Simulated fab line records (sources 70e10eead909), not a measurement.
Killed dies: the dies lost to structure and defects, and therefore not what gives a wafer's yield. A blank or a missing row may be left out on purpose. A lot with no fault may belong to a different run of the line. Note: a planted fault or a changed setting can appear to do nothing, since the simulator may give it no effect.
fab line records	flow nandHarc
[record] lots = 13	wafers = 39	lastDay = 34
route steps=1302 shown P_M0@274 THIN_TSV@1271 END@1302
lots that met no fault: from a run of the same line without faults
startH: hours from the record's first day to the start of the lot's first wafer shown	waitH: hours elapsed since this lot's preceding step	" unchanged from the row above	L1.1+2: a single row standing in for several wafers	- value missing, or start not given	* or withheld: withheld	< > ~ a bound
route shown NAME@n: names a module that has steps shown in the file, with the first one's number in the route	usual: mean/standard deviation taken from wafers without a fault	same: alike in all rows	chamber/n: place in a boat	sites: each site's reading	_std_site: standard deviation of those values	_edge_site: outer sites' mean less inner sites'	radiusMm: how far each site lies from the wafer's centre	mask NAME#n: copy n	behind: the tool/chamber that last shaped the wafer	hold: the reason the lot was held/the length of the hold in hours/how it ended	device: whichever transistor did not switch (one of n, p or np)	end of line: the tests these same wafers got at the end of their route	for a step that has no rows: nothing shown but its recipe	killed: count of dies lost to structure and defects at first sort (not the wafer's yield)	map: shows each die of a wafer: x if killed, . if not, _ if none is there
set.NAME: the setting that was run; set.NAME@STEP: the one run at that earlier step	model.NAME: the simulator's own value behind a step, which no gauge read
steps of the route over a sample of lots; a table a step, a row a wafer
services: a tool's chamber out of use, with start hour (startH, from the record's first day; less than 0 if before it), hours out, and reason
[[steps]]
[step NHARC_P_M0_PVD_20]
[recipe] targetThkA = 50	biasV = 168.6	powerW = 15000	chamberPressurePa = 0.12	timeS = 8.06	substrateTempC = 50	material = TaN
[usual] throttleValvePct = 29.9/0.82
lot.wafer	tool	chamber	startH	waitH	throttleValvePct
L513.1	pvdSputter-03	-	131.76	-	28.8
L513.2	"	-	"	"	29.4
L513.6	"	-	"	"	28.8
L514.4	pvdSputter-03	-	144.19	-	29.1
L514.2	"	-	"	"	29.6
L514.5	"	-	"	"	28.3
L515.3	pvdSputter-01	-	158.44	-	30.6
L515.1	"	-	"	"	31.0
L515.6	"	-	"	"	29.8
L516.3	pvdSputter-01	-	164.72	-	29.9
L516.4	"	-	"	"	31.6
L516.6	"	-	"	"	30.7
L518.3	pvdSputter-03	-	181.09	-	29.9
L518.4	"	-	"	"	29.2
L518.5	"	-	"	"	30.5
L519.1	pvdSputter-01	-	196.26	-	30.7
L519.2	"	-	"	"	29.6
L519.6	"	-	"	"	30.5
L521.4	pvdSputter-03	-	217.47	-	29.2
L521.3	"	-	"	"	29.4
L521.5	"	-	"	"	29.4
L522.2	pvdSputter-02	-	232.25	-	29.2
L522.3	"	-	"	"	30.6
L522.5	"	-	"	"	29.3
L528.3	pvdSputter-01	-	279.71	-	30.0
L528.1	"	-	"	"	30.8
L528.6	"	-	"	"	31.0
L531.3	pvdSputter-03	-	314.79	-	30.1
L531.1	"	-	"	"	29.3
L531.6	"	-	"	"	30.0
L533.1	pvdSputter-03	-	332.13	-	29.5
L533.3	"	-	"	"	30.5
L533.6	"	-	"	"	28.9
L534.4	pvdSputter-03	-	347.85	-	29.2
L534.2	"	-	"	"	30.3
L534.6	"	-	"	"	29.3
L535.1	pvdSputter-01	-	356.61	-	30.8
L535.3	"	-	"	"	30.8
L535.5	"	-	"	"	30.3
[step NHARC_THIN_TSV_PRE_CLEAN_50]
[recipe] timeS = 30	tempC = 280	gas = H2/He
[usual] heaterPowerW = 404/44
lot.wafer	tool	chamber	startH	waitH	heaterPowerW
L513.2	pvdSputter-03	-	-	-	422
L513.1	"	-	"	"	385
L513.6	"	-	"	"	370
L514.4	pvdSputter-02	-	-	-	398
L514.2	"	-	"	"	464
L514.5	"	-	"	"	353
L515.3	pvdSputter-03	-	-	-	416
L515.1	"	-	"	"	385
L515.6	"	-	"	"	452
L516.4	pvdSputter-03	-	-	-	422
L516.3	"	-	"	"	445
L516.6	"	-	"	"	398
L518.4	pvdSputter-03	-	-	-	410
L518.3	"	-	"	"	442
L518.5	"	-	"	"	382
L519.1	pvdSputter-03	-	-	-	411
L519.2	"	-	"	"	391
L519.6	"	-	"	"	364
L521.4	pvdSputter-01	-	-	-	338
L521.3	"	-	"	"	530
L521.5	"	-	"	"	517
L522.3	pvdSputter-01	-	-	-	449
L522.2	"	-	"	"	406
L522.5	"	-	"	"	455
L528.3	pvdSputter-03	-	-	-	436
L528.1	"	-	"	"	409
L528.6	"	-	"	"	396
L531.1	pvdSputter-02	-	-	-	337
L531.3	"	-	"	"	382
L531.6	"	-	"	"	338
L533.1	pvdSputter-01	-	-	-	334
L533.3	"	-	"	"	516
L533.6	"	-	"	"	334
L534.2	pvdSputter-03	-	-	-	417
L534.4	"	-	"	"	357
L534.6	"	-	"	"	421
L535.3	pvdSputter-03	-	-	-	426
L535.1	"	-	"	"	400
L535.5	"	-	"	"	413
[step NHARC_THIN_TSV_DESCUM_35]
[recipe] timeS = 3	o2FlowSccm = 200	arFlowSccm = 0	biasPowerW = 0	chemistry = O2
[usual] drypumpMotorCurrentA = 5.5/0.49	oesProductAu = 0.996/0.012	rfVppV = 57.7/1	showerheadPlenumPTorr = 1.90/0.091	throttleValvePct = 11.311/0.0095
lot.wafer	tool	chamber	startH	waitH	drypumpMotorCurrentA	oesProductAu	rfHoursCounterH	rfVppV	showerheadPlenumPTorr	throttleValvePct
L513.2	rieDiel-13	3	568.29	-	5.8	0.976	1.7	58.8	1.94	11.316
L513.1	"	0	"	"	5.1	0.986	1.5	57.2	1.79	11.295
L513.6	"	3	"	"	5.8	0.986	-	57.0	1.94	11.315
L514.4	rieDiel-13	0	569.56	-	5.1	0.981	1.5	57.5	1.79	11.317
L514.2	"	3	"	"	5.8	0.976	1.7	58.1	1.94	11.297
L514.5	"	0	"	"	5.1	0.981	-	58.4	1.79	11.312
L515.3	rieDiel-13	2	586.61	-	5.1	0.996	2.2	58.8	2.03	11.319
L515.1	"	3	"	"	5.8	0.993	2.9	58.7	1.94	11.319
L515.6	"	3	"	"	5.8	0.979	-	59.5	1.94	11.312
L516.3	rieDiel-02	1	587.55	-	6.6	1.004	0.9	56.4	1.77	11.312
L516.4	"	2	"	"	6.6	1.009	1.2	57.4	1.89	11.311
L516.6	"	1	"	"	6.7	1.003	-	58.2	1.77	11.302
L518.3	rieDiel-13	3	601.59	-	5.8	0.995	3.3	56.3	1.94	11.319
L518.4	"	1	"	"	4.8	0.982	3.3	60.0	1.98	11.310
L518.5	"	3	"	"	5.8	0.983	-	58.3	1.94	11.305
L519.2	rieDiel-10	1	638.40	-	5.6	1.015	2.1	57.7	1.78	11.326
L519.1	"	3	"	"	5.3	0.987	2.0	56.7	1.83	11.315
L519.6	"	2	"	"	5.4	1.019	-	57.4	1.88	11.312
L521.3	rieDiel-13	0	649.45	-	5.1	0.982	6.2	55.1	1.78	11.304
L521.4	"	0	"	"	5.1	0.990	-	57.3	1.78	11.305
L521.5	"	1	"	"	4.9	0.973	-	58.8	1.98	11.315
L522.3	rieDiel-02	0	664.09	-	5.3	1.018	4.3	58.0	2.00	11.318
L522.2	"	2	"	"	6.6	0.994	4.6	57.2	1.89	11.303
L522.5	"	0	"	"	5.3	1.021	-	56.9	2.00	11.295
L528.3	rieDiel-10	3	702.74	-	5.3	0.985	6.5	56.2	1.83	11.311
L528.1	"	0	"	"	5.9	0.994	6.2	57.4	1.88	11.318
L528.6	"	1	"	"	5.6	1.007	-	56.4	1.78	11.308
L531.1	rieDiel-13	2	741.00	-	5.1	0.994	2.1	57.5	2.03	11.309
L531.3	"	3	"	"	5.8	0.999	2.1	58.1	1.94	11.328
L531.6	"	1	"	"	4.8	1.008	-	58.9	1.98	11.290
L533.1	rieDiel-10	3	753.70	-	5.2	0.993	9.2	59.5	1.83	11.308
L533.3	"	2	"	"	5.4	1.002	9.6	58.1	1.88	11.321
L533.6	"	3	"	"	5.3	1.002	-	56.9	1.83	11.281
L534.2	rieDiel-13	0	780.18	-	5.1	0.992	4.1	56.5	1.78	11.318
L534.4	"	2	"	"	5.1	0.981	4.8	57.1	2.03	11.324
L534.6	"	0	"	"	5.1	0.991	-	57.1	1.78	11.303
L535.3	rieDiel-13	1	791.66	-	4.9	1.010	4.7	57.5	1.98	11.322
L535.1	"	3	"	"	5.8	0.993	5.3	56.5	1.94	11.316
L535.5	"	2	"	"	5.2	0.993	-	58.9	2.03	11.301
[step NHARC_END_SORT_01]
[recipe] tempC = 25
[usual] defectLimitedYield = 91/3.1	killedAtArray = 57/21	killedAtOther = 0.9/1.2	killedAtPeriphery = 4.2/2.9	killedDies = 62/21	killedOpen = 3.2/1.8	killedShort = 2.4/1.5
[same] grossDies = 677
lot.wafer	tool	chamber	startH	waitH	defectLimitedYield[%]	killedAtArray	killedAtOther	killedAtPeriphery	killedDies	killedOpen	killedShort
L513.1	prober-02	0	580.07	2.5	91	53	0	9	62	6	6
L513.2	prober-02	0	580.87	2.8	91	54	0	4	58	2	2
L513.6	prober-02	0	584.08	4.0	91	50	4	7	61	4	3
L514.2	prober-01	0	580.85	2.8	92	48	0	4	52	2	4
L514.4	prober-01	0	582.43	3.4	94	43	0	0	43	5	1
L514.5	prober-01	0	583.22	3.7	93	45	0	2	47	0	5
L515.1	prober-01	0	595.46	2.5	84	106	1	2	109	0	3
L515.3	prober-01	0	597.04	3.1	84	99	3	4	106	1	3
L515.6	prober-01	0	599.43	4.0	88	75	3	5	83	1	1
L516.3	prober-02	0	597.07	3.1	92	48	1	8	57	3	1
L516.4	prober-02	0	597.86	3.4	92	51	2	1	54	4	5
L516.6	prober-02	0	599.43	3.9	92	47	2	5	54	4	0
L518.3	prober-02	0	612.15	3.1	84	107	2	2	111	6	1
L518.4	prober-02	0	612.95	3.4	84	105	0	0	105	7	1
L518.5	prober-02	0	613.75	3.7	85	99	0	1	100	5	2
L519.1	prober-01	0	647.40	2.5	89	74	1	1	76	2	4
L519.2	prober-01	0	648.21	2.8	88	81	0	1	82	1	1
L519.6	prober-01	0	651.46	4.1	90	63	0	4	67	3	0
L521.3	prober-02	0	660.00	3.1	86	95	2	1	98	2	3
L521.4	prober-02	0	660.80	3.4	85	97	2	2	101	2	3
L521.5	prober-02	0	661.60	3.7	88	82	0	1	83	3	3
L522.2	prober-01	0	675.25	2.8	90	70	0	0	70	2	3
L522.3	prober-01	0	676.05	3.1	87	90	0	1	91	1	4
L522.5	prober-01	0	677.65	3.7	90	69	0	0	69	3	2
L528.1	prober-01	0	713.25	2.5	78	60	1	89	150	2	6
L528.3	prober-01	0	714.84	3.1	92	43	0	10	53	3	3
L528.6	prober-01	0	717.23	4.0	93	45	0	1	46	2	5
L531.1	prober-01	0	749.14	2.5	95	28	1	3	32	1	2
L531.3	prober-01	0	750.72	3.1	94	39	0	4	43	5	4
L531.6	prober-01	0	753.09	4.0	95	33	1	1	35	3	1
L533.1	prober-01	0	769.66	2.5	92	52	2	2	56	3	2
L533.3	prober-01	0	771.25	3.1	91	58	1	5	64	4	3
L533.6	prober-01	0	773.64	4.0	94	40	0	2	42	3	4
L534.2	prober-02	0	790.21	2.8	95	27	1	5	33	1	4
L534.4	prober-02	0	791.79	3.4	95	30	1	2	33	2	2
L534.6	prober-02	0	793.36	3.9	95	28	2	5	35	5	3
L535.1	prober-01	0	801.01	2.5	90	59	3	8	70	6	2
L535.3	prober-01	0	802.58	3.1	85	77	7	16	100	4	3
L535.5	prober-01	0	804.14	3.6	86	76	2	14	92	1	4
// killed by level:class
L513.1 A_CHANNEL_HOLE_D1:chamberFilmFlake=27 A_CHANNEL_HOLE_D2:chamberFilmFlake=6 P_ZERO_WELL:chamberFilmFlake=4 A_M0:chamberFilmFlake=3 P_CONTACT:geometricParticle:short=2 A_ONON_D2:geometricParticle:short=2 P_STI:chamberFilmFlake=2 A_ZERO_WELL:chamberFilmFlake=2
L514.2 A_SLIT:chamberFilmFlake=23 A_CHANNEL_HOLE_D2:chamberFilmFlake=6 A_CONTACT:chamberFilmFlake=5 A_CHANNEL_FILL_D1:chamberFilmFlake=4 P_BONDPAD:chamberFilmFlake=2 A_CHANNEL_HOLE_D1:chamberFilmFlake=2 A_M0:chamberFilmFlake=2 P_CONTACT:geometricParticle:short=1
L513.2 A_CHANNEL_HOLE_D1:chamberFilmFlake=31 A_CHANNEL_HOLE_D2:chamberFilmFlake=12 A_DECK1_JOINT:chamberFilmFlake=3 P_ZERO_WELL:chamberFilmFlake=2 P_STI:chamberFilmFlake=2 A_ONON_D1:geometricParticle:short=1 A_CHANNEL_FILL_D1:geometricParticle:open=1 A_ONON_D2:geometricParticle:short=1
L514.4 A_SLIT:chamberFilmFlake=22 A_CHANNEL_HOLE_D2:chamberFilmFlake=6 A_M0:chamberFilmFlake=3 A_CONTACT:geometricParticle:open=2 A_DECK1_JOINT:chamberFilmFlake=2 A_CONTACT:chamberFilmFlake=2 A_CHANNEL_FILL_D1:geometricParticle:open=1 A_CHANNEL_HOLE_D2:geometricParticle:short=1
L514.5 A_SLIT:chamberFilmFlake=15 A_CONTACT:chamberFilmFlake=7 A_M0:chamberFilmFlake=6 A_CHANNEL_HOLE_D2:chamberFilmFlake=5 A_STAIRCASE:chamberFilmFlake=3 A_CHANNEL_HOLE_D1:chamberFilmFlake=2 A_ONON_D1:geometricParticle:short=1 A_CHANNEL_FILL_D1:geometricParticle:short=1
L513.6 A_CHANNEL_HOLE_D1:chamberFilmFlake=34 P_ZERO_WELL:chamberFilmFlake=3 A_CHANNEL_HOLE_D2:chamberFilmFlake=3 THIN_TSV:chamberFilmFlake=3 P_M0:geometricParticle:open=2 A_CHANNEL_FILL_D1:chamberFilmFlake=2 A_CONTACT:unspecified=2 A_M0:chamberFilmFlake=2
L515.1 A_CHANNEL_HOLE_D2:chamberFilmFlake=36 A_CHANNEL_HOLE_D1:chamberFilmFlake=33 A_SLIT:chamberFilmFlake=24 A_STAIRCASE:chamberFilmFlake=3 A_M1:chamberFilmFlake=3 P_ZERO_WELL:chamberFilmFlake=2 A_CONTACT:chamberFilmFlake=2 A_ONON_D1:geometricParticle:short=1
L515.3 A_CHANNEL_HOLE_D2:chamberFilmFlake=32 A_CHANNEL_HOLE_D1:chamberFilmFlake=31 A_SLIT:chamberFilmFlake=20 A_M1:chamberFilmFlake=5 A_STAIRCASE:chamberFilmFlake=3 THIN_TSV:chamberFilmFlake=3 A_DECK1_JOINT:chamberFilmFlake=2 A_CONTACT:chamberFilmFlake=2
L516.3 A_CHANNEL_HOLE_D2:chamberFilmFlake=36 P_GATE:chamberFilmFlake=3 A_CHANNEL_FILL_D1:chamberFilmFlake=3 P_ZERO_WELL:chamberFilmFlake=2 A_CHANNEL_HOLE_D1:chamberFilmFlake=2 A_STAIRCASE:chamberFilmFlake=2 P_STI:geometricParticle:short=1 P_CONTACT:geometricParticle:open=1
L516.4 A_CHANNEL_HOLE_D2:chamberFilmFlake=30 A_CHANNEL_HOLE_D1:chamberFilmFlake=5 A_DECK1_JOINT:chamberFilmFlake=3 A_ONON_D2:geometricParticle:open=2 THIN_TSV:chamberFilmFlake=2 P_M0:geometricParticle:open=1 A_ONON_D1:geometricParticle:short=1 A_ONON_D2:geometricParticle:short=1
L515.6 A_CHANNEL_HOLE_D2:chamberFilmFlake=26 A_CHANNEL_HOLE_D1:chamberFilmFlake=21 A_SLIT:chamberFilmFlake=16 A_CONTACT:chamberFilmFlake=3 THIN_TSV:chamberFilmFlake=3 P_STI:chamberFilmFlake=2 A_ZERO_WELL:chamberFilmFlake=2 A_STAIRCASE:chamberFilmFlake=2
L516.6 A_CHANNEL_HOLE_D2:chamberFilmFlake=30 P_STI:chamberFilmFlake=5 A_CHANNEL_FILL_D1:chamberFilmFlake=4 A_CHANNEL_HOLE_D1:chamberFilmFlake=2 A_SLIT:chamberFilmFlake=2 A_CONTACT:chamberFilmFlake=2 A_CHANNEL_FILL_D1:geometricParticle:open=1 A_ONON_D2:geometricParticle:open=1
L518.3 A_CHANNEL_HOLE_D2:chamberFilmFlake=35 A_CHANNEL_HOLE_D1:chamberFilmFlake=32 A_SLIT:chamberFilmFlake=29 A_CHANNEL_FILL_D1:geometricParticle:open=2 A_DECK1_JOINT:chamberFilmFlake=2 A_CONTACT:chamberFilmFlake=2 THIN_TSV:chamberFilmFlake=2 P_GATE:geometricParticle:open=1
L518.4 A_CHANNEL_HOLE_D1:chamberFilmFlake=36 A_CHANNEL_HOLE_D2:chamberFilmFlake=33 A_SLIT:chamberFilmFlake=18 A_CONTACT:chamberFilmFlake=6 A_DECK1_JOINT:geometricParticle:open=2 A_DECK1_JOINT:chamberFilmFlake=2 A_CHANNEL_FILL_D1:geometricParticle:open=1 A_DECK1_JOINT:geometricParticle:short=1
L518.5 A_CHANNEL_HOLE_D2:chamberFilmFlake=30 A_CHANNEL_HOLE_D1:chamberFilmFlake=29 A_SLIT:chamberFilmFlake=29 A_STAIRCASE:chamberFilmFlake=2 A_ONON_D1:geometricParticle:short=1 A_ONON_D1:geometricParticle:open=1 A_CHANNEL_FILL_D1:geometricParticle:open=1 A_ONON_D2:geometricParticle:open=1
L519.1 A_CHANNEL_HOLE_D2:chamberFilmFlake=34 A_SLIT:chamberFilmFlake=27 A_CHANNEL_HOLE_D1:chamberFilmFlake=4 A_STAIRCASE:chamberFilmFlake=2 P_GATE:geometricParticle:open=1 A_CHANNEL_HOLE_D1:geometricParticle:short=1 A_CHANNEL_FILL_D1:geometricParticle:open=1 A_SGD_CUT:geometricParticle:short=1
L519.2 A_SLIT:chamberFilmFlake=38 A_CHANNEL_HOLE_D2:chamberFilmFlake=35 A_CHANNEL_HOLE_D1:chamberFilmFlake=6 P_M0:geometricParticle:open=1 A_ONON_D1:geometricParticle:short=1 A_DECK1_JOINT:chamberFilmFlake=1
L519.6 A_CHANNEL_HOLE_D2:chamberFilmFlake=29 A_SLIT:chamberFilmFlake=24 P_M2:chamberFilmFlake=2 A_STAIRCASE:chamberFilmFlake=2 P_STI:geometricParticle:open=1 A_CHANNEL_HOLE_D2:geometricParticle:open=1 A_SGD_CUT:geometricParticle:open=1 P_GATE:chamberFilmFlake=1
L521.3 A_CHANNEL_HOLE_D1:chamberFilmFlake=35 A_SLIT:chamberFilmFlake=32 A_CHANNEL_HOLE_D2:chamberFilmFlake=11 A_STAIRCASE:chamberFilmFlake=4 A_M1:chamberFilmFlake=4 A_DECK1_JOINT:chamberFilmFlake=2 A_CONTACT:chamberFilmFlake=2 A_CHANNEL_FILL_D1:geometricParticle:open=1
L521.4 A_CHANNEL_HOLE_D1:chamberFilmFlake=36 A_SLIT:chamberFilmFlake=25 A_CHANNEL_HOLE_D2:chamberFilmFlake=14 A_STAIRCASE:chamberFilmFlake=9 A_CHANNEL_FILL_D2:chamberFilmFlake=3 THIN_TSV:chamberFilmFlake=2 A_BLC:chamberFilmFlake=2 P_CONTACT:geometricParticle:short=1
L521.5 A_CHANNEL_HOLE_D1:chamberFilmFlake=33 A_SLIT:chamberFilmFlake=20 A_CHANNEL_HOLE_D2:chamberFilmFlake=9 A_STAIRCASE:chamberFilmFlake=4 A_M1:chamberFilmFlake=3 A_CHANNEL_FILL_D2:chamberFilmFlake=3 A_SGD_CUT:geometricParticle:short=2 A_ZERO_WELL:chamberFilmFlake=2
L522.2 A_CHANNEL_HOLE_D1:chamberFilmFlake=30 A_SLIT:chamberFilmFlake=24 A_STAIRCASE:chamberFilmFlake=5 A_CONTACT:chamberFilmFlake=5 A_ONON_D1:geometricParticle:open=1 A_ONON_D1:geometricParticle:short=1 A_ONON_D2:geometricParticle:short=1 A_M0:geometricParticle:open=1
L522.3 A_CHANNEL_HOLE_D1:chamberFilmFlake=33 A_SLIT:chamberFilmFlake=33 A_STAIRCASE:chamberFilmFlake=6 A_CONTACT:chamberFilmFlake=5 A_CHANNEL_FILL_D2:chamberFilmFlake=3 A_DECK1_JOINT:chamberFilmFlake=2 A_WL_FILL:chamberFilmFlake=2 A_ONON_D1:geometricParticle:short=1
L522.5 A_CHANNEL_HOLE_D1:chamberFilmFlake=37 A_SLIT:chamberFilmFlake=21 A_STAIRCASE:chamberFilmFlake=2 A_CHANNEL_HOLE_D1:geometricParticle:short=1 A_CHANNEL_FILL_D1:geometricParticle:open=1 A_WL_FILL:geometricParticle:open=1 A_BLC:geometricParticle:short=1 A_M1:geometricParticle:open=1
L528.1 P_M0:unspecified=85 A_CHANNEL_HOLE_D2:chamberFilmFlake=25 A_CHANNEL_HOLE_D1:chamberFilmFlake=8 A_SLIT:chamberFilmFlake=7 A_CONTACT:chamberFilmFlake=7 A_CHANNEL_FILL_D2:chamberFilmFlake=4 A_STAIRCASE:chamberFilmFlake=2 P_CONTACT:geometricParticle:short=1
L528.3 A_CHANNEL_HOLE_D2:chamberFilmFlake=15 A_CHANNEL_HOLE_D1:chamberFilmFlake=7 P_ZERO_WELL:chamberFilmFlake=6 A_CONTACT:chamberFilmFlake=6 A_SLIT:chamberFilmFlake=4 A_STAIRCASE:chamberFilmFlake=3 P_CONTACT:chamberFilmFlake=2 A_CHANNEL_FILL_D1:chamberFilmFlake=2
L528.6 A_CHANNEL_HOLE_D2:chamberFilmFlake=14 A_CHANNEL_HOLE_D1:chamberFilmFlake=7 A_CONTACT:chamberFilmFlake=6 A_SLIT:chamberFilmFlake=4 A_ONON_D1:geometricParticle:short=3 A_CHANNEL_FILL_D2:chamberFilmFlake=3 A_BONDPAD:chamberFilmFlake=3 P_M0:geometricParticle:open=1
L531.1 A_CHANNEL_HOLE_D1:chamberFilmFlake=11 A_SLIT:chamberFilmFlake=4 A_CHANNEL_FILL_D1:chamberFilmFlake=3 P_GATE:chamberFilmFlake=2 A_ZERO_WELL:chamberFilmFlake=2 A_CONTACT:chamberFilmFlake=2 A_M0:chamberFilmFlake=2 P_M0:geometricParticle:short=1
L531.3 A_CHANNEL_HOLE_D1:chamberFilmFlake=19 A_SLIT:chamberFilmFlake=7 P_GATE:chamberFilmFlake=3 A_STAIRCASE:chamberFilmFlake=2 A_M0:chamberFilmFlake=2 P_CONTACT:geometricParticle:short=1 A_ONON_D1:geometricParticle:short=1 A_CHANNEL_FILL_D1:geometricParticle:open=1
L531.6 A_CHANNEL_HOLE_D1:chamberFilmFlake=12 A_SLIT:chamberFilmFlake=8 A_DECK1_JOINT:chamberFilmFlake=3 A_CONTACT:chamberFilmFlake=3 A_ONON_D1:geometricParticle:open=1 A_CHANNEL_FILL_D1:geometricParticle:open=1 A_DECK1_JOINT:geometricParticle:short=1 A_CONTACT:geometricParticle:open=1
L533.1 A_SLIT:chamberFilmFlake=34 A_CHANNEL_HOLE_D1:chamberFilmFlake=11 A_CHANNEL_HOLE_D1:geometricParticle:open=2 STARTING-WAFER:geometricParticle:short=2 P_CONTACT:chamberFilmFlake=2 A_CONTACT:chamberFilmFlake=2 A_M1:geometricParticle:open=1 A_STAIRCASE:chamberFilmFlake=1
L533.3 A_SLIT:chamberFilmFlake=34 A_CHANNEL_HOLE_D1:chamberFilmFlake=11 P_CONTACT:chamberFilmFlake=3 A_STAIRCASE:chamberFilmFlake=3 A_WL_FILL:chamberFilmFlake=2 A_CONTACT:chamberFilmFlake=2 P_CONTACT:geometricParticle:open=1 A_CHANNEL_FILL_D1:geometricParticle:open=1
L533.6 A_SLIT:chamberFilmFlake=22 A_CHANNEL_HOLE_D1:chamberFilmFlake=8 A_CONTACT:chamberFilmFlake=3 A_M0:geometricParticle:open=2 P_CONTACT:geometricParticle:open=1 A_ONON_D1:geometricParticle:short=1 A_CHANNEL_FILL_D1:geometricParticle:short=1 A_ONON_D2:geometricParticle:short=1
L534.2 A_SLIT:chamberFilmFlake=10 A_CONTACT:chamberFilmFlake=7 P_STI:chamberFilmFlake=2 P_CONTACT:geometricParticle:short=1 A_CHANNEL_FILL_D1:geometricParticle:short=1 A_DECK1_JOINT:geometricParticle:short=1 A_DECK1_JOINT:geometricParticle:open=1 A_CHANNEL_FILL_D2:geometricParticle:short=1
L534.4 A_CONTACT:chamberFilmFlake=13 A_SLIT:chamberFilmFlake=7 P_GATE:chamberFilmFlake=2 A_WL_FILL:chamberFilmFlake=2 A_SOURCE_PLATE:geometricParticle:open=1 A_ONON_D2:geometricParticle:short=1 A_CHANNEL_FILL_D2:geometricParticle:short=1 A_BLC:geometricParticle:open=1
L534.6 A_SLIT:chamberFilmFlake=11 A_CONTACT:chamberFilmFlake=6 P_M2:geometricParticle:open=2 A_DECK1_JOINT:chamberFilmFlake=2 A_CHANNEL_FILL_D2:chamberFilmFlake=2 THIN_TSV:chamberFilmFlake=2 A_CHANNEL_FILL_D1:geometricParticle:short=1 A_CHANNEL_FILL_D1:geometricParticle:open=1
L535.1 A_SLIT:chamberFilmFlake=26 A_CHANNEL_HOLE_D2:chamberFilmFlake=13 A_CHANNEL_HOLE_D1:chamberFilmFlake=10 P_GATE:chamberFilmFlake=5 A_STAIRCASE:chamberFilmFlake=3 A_CONTACT:chamberFilmFlake=2 THIN_TSV:chamberFilmFlake=2 P_STI:geometricParticle:short=1
L535.3 A_SLIT:chamberFilmFlake=36 A_CHANNEL_HOLE_D2:chamberFilmFlake=15 A_CHANNEL_HOLE_D1:chamberFilmFlake=14 P_GATE:chamberFilmFlake=8 A_STAIRCASE:chamberFilmFlake=5 P_M2:chamberFilmFlake=4 A_CONTACT:chamberFilmFlake=4 THIN_TSV:chamberFilmFlake=3
L535.5 A_SLIT:chamberFilmFlake=35 A_CHANNEL_HOLE_D2:chamberFilmFlake=21 A_CHANNEL_HOLE_D1:chamberFilmFlake=10 P_GATE:chamberFilmFlake=5 P_M2:chamberFilmFlake=5 A_CONTACT:chamberFilmFlake=4 P_CONTACT:geometricParticle:short=2 A_STAIRCASE:chamberFilmFlake=2
[[services]]
tool	chamber	startH	hours	kind
rieDiel-13	2	123.06	10.8	repair
rieDiel-13	0	130.95	2.4	repair
rieDiel-13	-	165.00	9.0	pm
pvdSputter-03	-	165.68	2.6	repair
pvdSputter-03	-	170.03	10.0	pm
rieDiel-13	2	174.04	6.2	repair
rieDiel-13	0	218.81	4.9	repair
rieDiel-13	2	225.51	2.4	repair
pvdSputter-01	-	226.00	10.0	pm
rieDiel-13	2	230.21	2.5	repair
pvdSputter-03	-	244.05	7.5	repair
pvdSputter-03	-	252.58	5.7	repair
rieDiel-13	2	297.28	2.0	repair
rieDiel-13	-	342.00	9.0	pm
pvdSputter-01	-	342.12	3.5	repair
pvdSputter-03	-	348.03	10.0	pm
pvdSputter-03	-	360.20	8.4	repair
pvdSputter-03	-	371.37	2.8	repair
rieDiel-13	1	384.73	11.5	repair
pvdSputter-03	-	393.79	0.7	repair
pvdSputter-01	-	404.00	10.0	pm
pvdSputter-03	-	526.03	10.0	pm
pvdSputter-03	-	603.83	0.7	repair
pvdSputter-03	-	704.03	10.0	pm
[[key]]
[firstSign] step = NHARC_END_SORT_01	reading = killedAtPeriphery	direction = up	sigmas = 29	usual = 4.2	struck = 89
[effect] step = NHARC_END_SORT_01	reading = defectLimitedYield	direction = down	sigmas = 4.2	usual = 91	struck = 78
[moreKillsBornAt] NHARC_P_M0_PVD_20@pvdSputter-01 = 85
metAt NHARC_P_M0_PVD_20
struckLots L528
struckWafers L528.1
notActingAt NHARC_THIN_TSV_PRE_CLEAN_50,NHARC_THIN_TSV_DESCUM_35
onsetBetween 196.26 279.71
[fault] kind = chamberParticleSource	tool = pvdSputter-01	chamber = -	onsetH = 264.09	steps = NHARC_P_M0_PVD_20	ratePerVisitCm2 = 0.65849	endH = 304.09	scope = struckWafersOnly
